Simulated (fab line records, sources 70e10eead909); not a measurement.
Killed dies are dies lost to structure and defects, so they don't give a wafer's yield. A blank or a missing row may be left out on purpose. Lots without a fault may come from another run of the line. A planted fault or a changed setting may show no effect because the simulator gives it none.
fab line records | flow nand_harc
record lots=13 wafers=39 last_day=33
route steps=1302 shown P_ZERO_WELL@46 P_STI@80 END@1302
lots that met no fault: from a run of the same line without faults
start_h: hours from the record's first day to the start of the lot's first wafer shown | wait_h: hours since the lot's step before | " the same as in the row above | L1.1+2: a row that stands for several wafers | - no value, or no start given | * or withheld: withheld | < > ~ a bound
route shown NAME@n: a module of which the file shows steps, and the number in the route of the first | usual: mean/standard deviation of fault-free wafers | same: alike in all rows | chamber/n: place in a boat | sites: the reading at each site | _std_site: their standard deviation | _edge_site: outer sites' mean less inner sites' | radius_mm: how far each site lies from the wafer's centre | mask NAME#n: copy n | behind: the tool/chamber that last shaped the wafer | hold: why the lot was held/for how many hours/how that ended | device: the transistor (n, p or np) that didn't switch | end of line: the same wafers' tests at the end of the route | a step without rows: its recipe alone | killed: dies lost to structure and defects at the first sort, not the wafer's yield | map: a wafer's dies, x killed, . not, _ none there
set.NAME: the setting as run; set.NAME@STEP: as run at that earlier step | model.NAME: the simulator's own value behind a step, which no gauge read
steps of the route over a sample of lots; a table a step, a row a wafer
services: from which hour (start_h, from the record's first day; less than 0 if before it) a tool's chamber was out of use, for how many hours, and why
## steps
# step NHARC_P_ZERO_WELL_DESCUM_39
# recipe time_s=3 o2_flow_sccm=200 ar_flow_sccm=0 bias_power_w=0 chemistry=O2
# usual drypump_motor_current_A=6.0/0.53 oes_product_au=0.998/0.0089 rf_vpp_V=57.7/0.89 showerhead_plenum_p_Torr=1.89/0.079 throttle_valve_pct=11.310/0.0095
# columns lot.wafer tool chamber start_h wait_h drypump_motor_current_A oes_product_au rf_hours_counter_h rf_vpp_V showerhead_plenum_p_Torr throttle_valve_pct
L327.1 rie_diel-13 3 25.01 - 5.8 0.995 10 57.3 1.98 11.311
L327.2 " 0 " " 5.1 1.001 10 58.0 1.94 11.308
L327.5 " 1 " " 6.7 1.003 - 57.4 1.83 11.324
L328.3 rie_diel-11 1 34.28 - 6.1 1.008 44 58.1 1.90 11.305
L328.6 " 1 " " 6.2 1.003 - 57.9 1.90 11.311
L328.5 " 2 " " 6.6 0.998 - 58.1 1.92 11.308
L329.3 rie_diel-11 0 44.38 - 6.2 0.994 48 57.3 1.83 11.307
L329.1 " 2 " " 6.6 1.004 42 58.6 1.92 11.299
L329.2 " 3 " " 6.1 1.000 46 58.5 1.98 11.305
L330.3 rie_diel-11 2 54.14 - 6.6 0.995 44 57.9 1.92 11.297
L330.2 " 3 " " 6.1 0.994 48 58.7 1.98 11.323
L330.6 " 2 " " 6.6 0.986 - 57.9 1.92 11.315
L332.3 rie_diel-11 3 75.48 - 6.1 0.980 55 59.1 1.98 11.307
L332.4 " 1 " " 6.2 0.999 55 57.2 1.90 11.318
L332.5 " 3 " " 6.1 0.971 - 57.1 1.98 11.292
L333.3 rie_diel-08 2 84.93 - 5.5 1.001 20 57.9 1.97 11.299
L333.6 " 3 " " 6.2 0.994 - 56.8 1.78 11.297
L333.5 " 0 " " 4.9 1.006 - 57.8 1.79 11.307
L334.1 rie_diel-13 3 98.43 - 5.8 0.986 33 59.2 1.97 11.303
L334.4 " 0 " " 5.1 0.984 35 57.7 1.93 11.316
L334.3 " 1 " " 6.7 1.009 34 57.1 1.82 11.307
L336.1 rie_diel-11 3 114.29 - 6.1 0.981 10 59.2 1.97 11.310
L336.5 " 1 " " 6.2 0.997 - 55.3 1.89 11.302
L336.6 " 2 " " 6.6 0.988 - 57.0 1.91 11.308
L343.3 rie_diel-13 2 184.15 - 6.0 1.013 1 56.6 1.78 11.306
L343.2 " 3 " " 5.8 0.999 2 58.6 1.96 11.321
L343.1 " 0 " " 5.1 1.010 2 59.0 1.92 11.314
L345.2 rie_diel-08 3 204.46 - 6.3 0.993 1 58.7 2.08 11.311
L345.1 " 0 " " 4.9 1.008 1 57.8 1.78 11.295
L345.5 " 2 " " 5.5 0.996 - 59.1 1.95 11.327
L346.4 rie_diel-08 3 214.13 - 6.3 0.997 3 58.1 2.08 11.291
L346.2 " 1 " " 6.5 0.999 4 59.6 1.89 11.309
L346.6 " 3 " " 6.3 0.995 - 58.2 2.08 11.305
L348.3 rie_diel-11 2 234.25 - 6.6 0.990 49 56.7 1.90 11.308
L348.1 " 3 " " 6.1 0.985 55 57.4 1.96 11.300
L348.4 " 0 " " 6.2 1.012 55 56.4 1.81 11.300
L350.1 rie_diel-08 2 254.52 - 5.5 0.999 24 59.1 1.95 11.327
L350.2 " 3 " " 6.3 0.994 20 56.9 2.07 11.321
L350.5 " 3 " " 6.3 0.985 - 58.5 2.07 11.309
# step NHARC_P_ZERO_WELL_RTA_42
# recipe temp_c=1100 time_s=300
# usual lamp_power_pct=37.6/2.4 wafer_temp_C_max=1103.5/0.82
# columns lot.wafer tool chamber start_h wait_h lamp_power_pct wafer_temp_C_max
L327.1 rtp_anneal-01 0 27.61 - 35.8 1103.9
L327.2 " 0 " " 35.7 1102.5
L327.5 " 0 " " 35.8 1102.6
L328.3 rtp_anneal-02 0 37.00 - 40.7 1104.5
L328.5 " 0 " " 40.8 1103.5
L328.6 " 0 " " 40.7 1103.8
L329.1 rtp_anneal-02 0 46.88 - 40.7 1104.4
L329.2 " 0 " " 40.7 1103.5
L329.3 " 0 " " 40.7 1104.6
L330.2 rtp_anneal-01 0 56.74 - 35.8 1103.2
L330.3 " 0 " " 35.7 1102.6
L330.6 " 0 " " 35.7 1104.0
L332.3 rtp_anneal-01 0 78.19 - 35.7 1102.7
L332.4 " 0 " " 35.8 1104.0
L332.5 " 0 " " 35.7 1104.8
L333.3 rtp_anneal-02 0 87.79 - 40.8 1104.1
L333.5 " 0 " " 40.7 1104.6
L333.6 " 0 " " 40.8 1103.4
L334.1 rtp_anneal-01 0 101.20 - 35.8 1104.4
L334.3 " 0 " " 35.8 1102.5
L334.4 " 0 " " 35.8 1103.2
L336.1 rtp_anneal-02 0 116.75 - 40.7 1103.2
L336.5 " 0 " " 40.8 1104.6
L336.6 " 0 " " 40.8 1103.0
L343.1 rtp_anneal-01 0 186.70 - 35.6 1102.4
L343.2 " 0 " " 35.7 1102.4
L343.3 " 0 " " 35.7 1102.9
L345.1 rtp_anneal-01 0 206.95 - 35.7 1102.7
L345.2 " 0 " " 35.8 1103.4
L345.5 " 0 " " 35.7 1103.3
L346.2 rtp_anneal-02 0 216.86 - 40.8 1103.5
L346.4 " 0 " " 40.8 1103.5
L346.6 " 0 " " 40.8 1103.5
L348.1 rtp_anneal-01 0 237.40 - 35.7 1102.9
L348.3 " 0 " " 35.7 1101.9
L348.4 " 0 " " 35.7 1103.1
L350.1 rtp_anneal-01 0 257.15 - 35.6 1102.5
L350.2 " 0 " " 35.7 1102.0
L350.5 " 0 " " 35.7 1102.5
# step NHARC_P_STI_EXPOSE_06
# recipe na=0.55 target_cd_nm=200 dose_mj=37.69 mask_id=P_STI
# same na=0.55
# columns lot.wafer tool chamber start_h wait_h mask
L327.1+2+5 krf_scanner-03 0 46.88 - P_STI#0
L328.3+5+6 krf_scanner-02 0 56.19 - P_STI#0
L329.1+2+3 krf_scanner-04 0 63.54 - P_STI#0
L330.2+3+6 krf_scanner-02 0 71.87 - P_STI#0
L332.3+4+5 krf_scanner-02 0 93.03 - P_STI#0
L333.3+5+6 krf_scanner-02 0 105.19 - P_STI#0
L334.1+3+4 krf_scanner-03 0 116.83 - P_STI#0
L336.1+5+6 krf_scanner-03 0 134.12 - P_STI_R1#0
L343.1+2+3 krf_scanner-02 0 202.36 - P_STI#0
L345.1+2+5 krf_scanner-04 0 222.75 - P_STI#0
L346.2+4+6 krf_scanner-04 0 239.21 - P_STI#0
L348.1+3+4 krf_scanner-04 0 253.97 - P_STI#0
L350.1+2+5 krf_scanner-02 0 276.01 - P_STI#0
# step NHARC_P_STI_ETCH_15
# recipe target_depth_a=3000 taper_deg=4 time_s=100.1 hbr_flow_sccm=150 cl2_flow_sccm=50 rf_w=400 icp_w=400 bias_w=100 chemistry=HBr/Cl2
# usual drypump_motor_current_A=5.9/0.61 he_backside_leak_sccm=2.78/0.23 oes_product_au=1.002/0.0085 throttle_valve_pct=26.406/0.0091
# columns lot.wafer tool chamber start_h wait_h drypump_motor_current_A he_backside_leak_sccm oes_product_au rf_hours_counter_h throttle_valve_pct
L327.1 rie_si-04 1 47.57 - 6.7 2.90 1.011 0.4 26.403
L327.2 " 2 " " 5.9 2.93 1.008 0.3 26.405
L327.5 " 2 " " 5.9 3.01 0.998 - 26.390
L328.3 rie_si-04 3 56.87 - 6.6 2.41 1.003 0.2 26.398
L328.5 " 3 " " 6.6 2.54 1.003 - 26.427
L328.6 " 0 " " 5.0 2.93 0.992 - 26.411
L329.2 rie_si-02 2 64.22 - 6.1 2.51 1.019 1.0 26.403
L329.1 " 3 " " 5.3 2.96 0.995 0.8 26.400
L329.3 " 1 " " 4.9 2.31 1.000 1.0 26.420
L330.2 rie_si-04 2 72.55 - 6.0 3.06 1.007 0.5 26.417
L330.3 " 3 " " 6.6 2.67 1.012 0.4 26.411
L330.6 " 2 " " 6.0 2.89 1.003 - 26.415
L332.4 rie_si-04 1 93.71 - 6.7 2.87 1.014 0.7 26.400
L332.3 " 3 " " 6.6 2.64 1.006 0.5 26.410
L332.5 " 1 " " 6.7 2.82 1.007 - 26.394
L333.3 rie_si-04 1 105.90 - 6.7 2.86 1.018 0.8 26.397
L333.6 " 3 " " 6.6 2.52 1.008 - 26.421
L333.5 " 0 " " 5.0 2.86 1.012 - 26.422
L334.1 rie_si-02 0 117.53 - 6.2 2.79 1.000 0.0 26.410
L334.4 " 1 " " 4.9 2.39 1.010 0.0 26.405
L334.3 " 2 " " 6.0 2.54 1.011 0.0 26.412
L336.1 rie_si-04 2 134.85 - 6.0 3.13 1.017 0.9 26.396
L336.6 " 3 " " 6.6 2.55 1.010 - 26.412
L336.5 " 0 " " 5.0 2.82 1.002 - 26.408
L343.1 rie_si-04 0 203.05 - 5.0 2.93 0.997 0.2 26.405
L343.3 " 1 " " 6.7 2.84 1.005 0.2 26.397
L343.2 " 3 " " 6.6 2.68 1.000 0.2 26.412
L345.1 rie_si-01 2 223.43 - 5.8 2.82 0.992 0.2 26.428
L345.2 " 3 " " 5.4 2.61 0.981 0.2 26.401
L345.5 " 2 " " 5.8 2.72 0.994 - 26.418
L346.2 rie_si-04 2 239.90 - 6.0 3.10 1.001 0.4 26.404
L346.4 " 3 " " 6.6 2.57 0.988 0.4 26.423
L346.6 " 2 " " 6.0 3.27 1.004 - 26.391
L348.4 rie_si-02 2 254.67 - 6.0 2.51 1.016 0.9 26.397
L348.3 " 3 " " 5.4 2.96 0.982 0.8 26.419
L348.1 " 0 " " 6.1 3.03 0.996 1.0 26.409
L350.1 rie_si-04 2 276.72 - 6.0 3.22 1.000 0.7 26.411
L350.2 " 3 " " 6.6 2.78 1.000 0.6 26.427
L350.5 " 2 " " 5.9 3.16 0.998 - 26.412
# step NHARC_END_SORT_01
# recipe temp_c=25
# usual killed_at_array=55/17 killed_at_other=1.1/1.6 killed_at_periphery=3.8/2.5 killed_dies=60/18 killed_open=3.3/1.9 killed_short=2.5/1.7
# same gross_dies=677
# columns lot.wafer tool chamber start_h wait_h killed_at_array killed_at_other killed_at_periphery killed_dies killed_open killed_short
L345.1 prober-02 0 736.13 2.5 39 2 1 42 9 2
L345.2 prober-02 0 736.93 2.8 32 0 3 35 4 5
L345.5 prober-02 0 739.32 3.7 40 2 2 44 1 3
# killed by level:class
L345.1 A_CHANNEL_HOLE_D1:chamber_film_flake=12 A_SLIT:chamber_film_flake=8 A_STAIRCASE:chamber_film_flake=4 A_CONTACT:chamber_film_flake=3 A_CHANNEL_FILL_D1:geometric_particle:open=2 A_ONON_D2:geometric_particle:short=2 A_WL_FILL:geometric_particle:open=2 A_BLC:geometric_particle:open=2
L345.2 A_STAIRCASE:chamber_film_flake=8 A_CHANNEL_HOLE_D1:chamber_film_flake=7 A_SLIT:chamber_film_flake=4 A_M1:geometric_particle:open=2 P_ZERO_WELL:chamber_film_flake=2 A_CONTACT:chamber_film_flake=2 A_CHANNEL_HOLE_D1:geometric_particle:short=1 A_CHANNEL_FILL_D1:geometric_particle:short=1
L345.5 A_STAIRCASE:chamber_film_flake=12 A_CHANNEL_HOLE_D1:chamber_film_flake=9 A_SLIT:chamber_film_flake=8 A_CONTACT:chamber_film_flake=5 A_DECK1_JOINT:geometric_particle:short=2 P_STI:chamber_film_flake=2 THIN_TSV:chamber_film_flake=2 A_CHANNEL_HOLE_D2:geometric_particle:short=1
## services
# columns tool chamber start_h hours kind
krf_scanner-04 - 10.00 4.0 pm
rtp_anneal-02 - 12.09 12.0 pm
rie_diel-08 - 13.82 9.0 pm
rie_diel-11 2 14.90 4.1 repair
rie_diel-11 3 27.81 3.5 repair
krf_scanner-04 - 61.23 0.6 repair
krf_scanner-02 - 66.00 0.9 repair
rie_diel-11 - 81.60 9.0 pm
rie_diel-08 1 84.07 9.8 repair
krf_scanner-02 - 94.00 4.0 pm
krf_scanner-02 - 125.49 0.6 repair
rie_diel-08 2 146.84 3.5 repair
rie_si-04 3 162.23 2.7 repair
rie_si-04 - 165.00 9.0 pm
rie_diel-08 2 176.34 13.6 repair
krf_scanner-04 - 182.00 4.0 pm
rie_diel-08 - 190.82 9.0 pm
krf_scanner-02 - 210.72 2.0 repair
rie_diel-11 1 218.96 1.8 repair
krf_scanner-04 - 226.02 1.1 repair
rie_diel-08 1 248.95 20.7 repair
rie_diel-08 2 250.24 2.4 repair
rie_diel-11 - 258.98 9.0 pm
krf_scanner-02 - 266.00 4.0 pm
## key
first_sign step=NHARC_P_STI_EXPOSE_06 reading=mask direction=changed
effect none on later readings
met_at NHARC_P_STI_EXPOSE_06
struck_lots L336
tester_left_out L336
not_acting_at NHARC_P_ZERO_WELL_DESCUM_39,NHARC_P_ZERO_WELL_RTA_42,NHARC_P_STI_ETCH_15
onset_between 116.83 134.12
fault kind=wrong_mask tool=any chamber=- onset_h=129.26 steps=NHARC_P_STI_EXPOSE_06 aux_copy=P_STI_R1#0 cd_offset_nm=-5.4673 scope=struck_lots_only
# tester_left_out: of these lots the tester's yield and bins aren't shown, on N5 and GAA mostly nor the transistor test; their killed dies are dies lost to structure and defects alone, not to doping, threshold or leakage, so they don't give the yield
